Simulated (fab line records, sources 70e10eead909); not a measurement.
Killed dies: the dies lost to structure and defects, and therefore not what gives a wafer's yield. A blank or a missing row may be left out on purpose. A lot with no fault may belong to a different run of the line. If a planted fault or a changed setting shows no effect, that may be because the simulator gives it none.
Which tool did it? -- flow nand harc -- 12 lots (36 wafers sampled), 1 step of a 1159-step route

## WHAT EACH GAUGE READ, for each wafer
NHARC_A_CONTACT_INSPECT_10.
lot,measured,on,raw defect count
L078,day 20 10:17,defect inspect-02,14 9 16
L076,day 20 17:29,defect inspect-01,6 8 10
L082,day 21 06:18,defect inspect-01,15 18 8
L079,day 21 13:08,defect inspect-02,13 16 18
L084,day 21 16:48,defect inspect-01,30 37 32
L087,day 22 04:28,defect inspect-02,54 49 52
L085,day 22 22:09,defect inspect-01,13 18 21
L093,day 23 06:37,defect inspect-02,48 33 42
L092,day 23 13:34,defect inspect-02,13 9 10
L094,day 23 16:42,defect inspect-02,32 17 25
L086,day 24 05:05,defect inspect-01,44 56 63
L096,day 24 18:41,defect inspect-01,46 50 38

## WHAT TOOL EACH LOT RAN ON (gives the tool, then ch and the chambers of the sampled wafers, and finally the start)
Before these readings, the record contains no process step.

## THE ANSWER, worked out from the rows above alone
Rule: the usual values come from the lots themselves. Put in order of their means at a reading, lots are off if they are a third of the lots or fewer, leave a main group of 4 or more, and stand apart from it by a gap of 3 or more times the standard deviation of the main group's means; of several such gaps the widest counts. A main group is skipped when, at the precision printed for the reading in the tables above, its means are all equal. Also off: a lot with no number at a reading for which 4 or more lots have one. All remaining lots with rows at the step are treated as sound.
None of the lots is off at any reading shown; this tells nothing.

## WHAT WAS PUT IN BY THE SIMULATOR
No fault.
